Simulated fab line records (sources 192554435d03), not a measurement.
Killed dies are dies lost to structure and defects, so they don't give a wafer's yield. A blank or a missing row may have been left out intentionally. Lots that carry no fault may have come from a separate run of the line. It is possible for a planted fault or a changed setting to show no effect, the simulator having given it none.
Split-lot study | flow n5-finfet | route with 1938 steps; 7 lots, 21 wafers read

THE SPLIT ITSELF
At N5_BEOL_M8_TRENCH_ETCH_37 (etches SiCOH lowk in C4F6/O2, target depth 93.478 nm, time 31.2 s), the setting bias-w was moved away from the recipe's 185 W on 5 of the 21 wafers read, by -10.1% to +17.3%. The other wafers ran this setting at the recipe's value.

Reading taken at the split's own step.

THE READING
rf-vpp-V, in V, at N5_BEOL_M8_TRENCH_ETCH_37 (etches SiCOH lowk in C4F6/O2, target depth 93.478 nm, time 31.2 s). Fault-free wafers of this fab line usually give 660 V, standard deviation 18 V.

wafer  | tool, chamber at the split | bias-w as run, W | against the recipe | rf-vpp-V, V | against lot-mates on the recipe
L075.2 | rie-diel-01, 1             | 208.1            | +12.5%             | 734         | +61
L075.3 | rie-diel-01, 0             | 185              | recipe             | 673         | -
L075.4 | rie-diel-01, 2             | 208.1            | +12.5%             | 729         | +56
L078.1 | rie-diel-06, 2             | 185              | recipe             | 645         | -
L078.2 | rie-diel-06, 3             | 185              | recipe             | 668         | -
L078.5 | rie-diel-06, 3             | 185              | recipe             | 668         | -
L081.3 | rie-diel-06, 0             | 166.4            | -10.1%             | 583         | -72
L081.5 | rie-diel-06, 0             | 185              | recipe             | 632         | -
L081.6 | rie-diel-06, 1             | 185              | recipe             | 679         | -
L080.2 | rie-diel-06, 2             | 185              | recipe             | 644         | -
L080.4 | rie-diel-06, 3             | 185              | recipe             | 670         | -
L080.6 | rie-diel-06, 0             | 185              | recipe             | 632         | -
L087.3 | rie-diel-01, 1             | 185              | recipe             | 667         | -
L087.4 | rie-diel-01, 0             | 185              | recipe             | 671         | -
L087.6 | rie-diel-01, 0             | 203.6            | +10.1%             | 726         | +57
L093.4 | rie-diel-01, 3             | 185              | recipe             | 681         | -
L093.5 | rie-diel-01, 0             | 185              | recipe             | 673         | -
L093.6 | rie-diel-01, 3             | 185              | recipe             | 680         | -
L096.2 | rie-diel-01, 3             | 217              | +17.3%             | 772         | +110
L096.4 | rie-diel-01, 2             | 185              | recipe             | 662         | -
L096.5 | rie-diel-01, 2             | 185              | recipe             | 663         | -

FIT RESULTS
A straight line over all 21 wafers: rf-vpp-V changes by +6.28 V for each +1% of bias-w; r = +0.93; the points scatter about the line by 15 V.
The same after taking each lot's own level away (the mean of its wafers on the recipe; 21 wafers): +5.81 V for each +1%; r = +0.95; scatter 12 V.
That fit puts the effect of the largest move of bias-w on the reading at 1e+02 V.
The span of the lots' own levels, 648.7 to 678.0 V, comes to 1.6 times the standard deviation stated above.
Consequently the slope shifts little with the lot-to-lot level, the two slopes agreeing.
Check: with one of the wafers moved furthest among these (+17.3%) left out of the fit, the line predicts +92.7 V for it against its lot-mates. It came out at +110 V against them.
Tool readings at the split's step, against how far the setting was moved: rf-vpp-V r = +0.93.

OTHER SPLITS APPLIED TO THESE WAFERS
Other splits were also applied to these wafers ahead of the reading. Each is held against what the fit with the lots' levels taken away leaves over:
other split on the same wafers   | wafers away from the commonest value | r with rf-vpp-V (lot level and that fit taken away)
N5_BEOL_M4_COAT_76 spin-rpm      | 4                                    | +0.27
N5_BEOL_M5_COAT_66 spin-rpm      | 9                                    | +0.41
N5_BEOL_M5_COAT_74 spin-rpm      | 7                                    | +0.30
N5_BEOL_M6_ETCH_66 bias-w        | 6                                    | -0.11
N5_BEOL_M6_TRENCH_ETCH_37 bias-w | 7                                    | +0.28
N5_BEOL_M7_DESCUM_33 time-s      | 3                                    | -0.03
N5_BEOL_M7_ALD_77 ald-cycles     | 6                                    | +0.17
N5_BEOL_M8_ETCH_66 bias-w        | 5                                    | +0.03

THE FILE'S OWN FIT
rf-vpp-V changes by +5.98 V for each +1% of bias-w, r = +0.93.
